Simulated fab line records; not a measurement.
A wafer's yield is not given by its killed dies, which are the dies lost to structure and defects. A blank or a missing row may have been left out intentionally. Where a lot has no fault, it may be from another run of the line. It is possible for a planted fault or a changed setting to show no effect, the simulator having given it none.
Split-lot experiment    flow n5Finfet    39 wafers read from 7 lots, route of 1938 steps

## ABOUT THE SPLIT
At N5_DUMMY_GATE_ETCH_32 (etches SiO2 in CF4, target depth 3.5 nm, time 3.9 s), the setting timeS was moved away from the recipe's 3.9 s on 12 of the 39 wafers read, by -17.2% to +17.4%. This setting was run at the recipe's value on the other wafers.

Reading taken at the split's own step.

## THE READING
etch.depthNm (the simulator's own value, which no gauge read), in nm, at N5_DUMMY_GATE_ETCH_32 (etches SiO2 in CF4, target depth 3.5 nm, time 3.9 s). There is no usual value for it anywhere in the file. Average 3.483 nm, standard deviation 0.046 nm, over the 27 wafers here run with the recipe.

wafer   tool, chamber at the split  timeS as run, s  against the recipe  etch.depthNm, nm  against lot-mates on the recipe
L074.3  rieSi-01, 1                 3.9              recipe              3.448             -
L074.4  rieSi-01, 3                 3.9              recipe              3.534             -
L074.5  rieSi-01, 1                 3.9              recipe              3.483             -
L076.1  rieSi-01, 1                 3.526            -9.6%               3.189             -0.375
L076.2  rieSi-01, 2                 3.9              recipe              3.585             -
L076.3  rieSi-01, 3                 3.526            -9.6%               3.214             -0.350
L076.4  rieSi-01, 0                 3.9              recipe              3.533             -
L076.5  rieSi-01, 2                 3.526            -9.6%               3.22              -0.344
L076.6  rieSi-01, 3                 3.9              recipe              3.573             -
L077.1  rieSi-02, 3                 3.9              recipe              3.482             -
L077.2  rieSi-02, 1                 3.9              recipe              3.451             -
L077.3  rieSi-02, 2                 3.9              recipe              3.48              -
L077.4  rieSi-02, 0                 3.9              recipe              3.44              -
L077.5  rieSi-02, 3                 3.9              recipe              3.487             -
L077.6  rieSi-02, 0                 3.9              recipe              3.45              -
L079.1  rieSi-02, 1                 4.578            +17.4%              4.074             +0.546
L079.2  rieSi-02, 0                 4.578            +17.4%              4.078             +0.550
L079.3  rieSi-02, 2                 3.9              recipe              3.555             -
L079.4  rieSi-02, 3                 4.578            +17.4%              4.125             +0.597
L079.5  rieSi-02, 0                 3.9              recipe              3.485             -
L079.6  rieSi-02, 3                 3.9              recipe              3.543             -
L082.1  rieSi-02, 0                 3.9              recipe              3.441             -
L082.2  rieSi-02, 3                 3.9              recipe              3.472             -
L082.3  rieSi-02, 1                 3.9              recipe              3.448             -
L082.4  rieSi-02, 2                 3.9              recipe              3.541             -
L082.5  rieSi-02, 3                 3.9              recipe              3.478             -
L082.6  rieSi-02, 0                 3.9              recipe              3.44              -
L094.1  rieSi-02, 2                 3.9              recipe              3.489             -
L094.2  rieSi-02, 3                 3.9              recipe              3.465             -
L094.3  rieSi-02, 1                 3.228            -17.2%              2.838             -0.635
L094.4  rieSi-02, 0                 3.9              recipe              3.466             -
L094.5  rieSi-02, 2                 3.228            -17.2%              2.888             -0.585
L094.6  rieSi-02, 3                 3.228            -17.2%              2.881             -0.592
L097.1  rieSi-06, 1                 4.335            +11.2%              3.883             +0.458
L097.2  rieSi-06, 0                 3.9              recipe              3.447             -
L097.3  rieSi-06, 3                 4.335            +11.2%              3.853             +0.428
L097.4  rieSi-06, 2                 3.9              recipe              3.394             -
L097.5  rieSi-06, 0                 3.9              recipe              3.434             -
L097.6  rieSi-06, 1                 4.335            +11.2%              3.849             +0.424

THE FIT
A straight line over all 39 wafers: etch.depthNm changes by +0.0344 nm for each +1% of timeS; r = +0.99; the points scatter about the line by 0.044 nm.
The same after taking each lot's own level away (the mean of its wafers on the recipe; 39 wafers): +0.035 nm for each +1%; r = +0.99; scatter 0.032 nm.
According to that fit, moving timeS by its largest amount changes the reading by 0.61 nm.
Measured against the standard deviation above, the lots' own levels, which go from 3.4250 to 3.5637 nm, span 3.0 times it.
Consequently the slope shifts little with the lot-to-lot level, the two slopes agreeing.
Check: for one of the wafers moved furthest among these (+17.4%), held out of the fit, the line's prediction against its lot-mates is +0.617 nm. It came out at +0.546 nm against them.

## ADDITIONAL SPLITS CARRIED BY THESE WAFERS
Other splits were also applied to these wafers ahead of the reading. Each is held against what the fit with the lots' levels taken away leaves over:
other split on the same wafers    wafers away from the commonest value  r with etch.depthNm (lot level and that fit taken away)
N5_WELL_APT_IMPLANT_14 energyKev  12                                    -0.10
N5_WELL_APT_EXPOSE_22 doseMj      12                                    -0.37

## FILE'S OWN FIT
etch.depthNm changes by +0.035 nm for each +1% of timeS, r = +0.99.
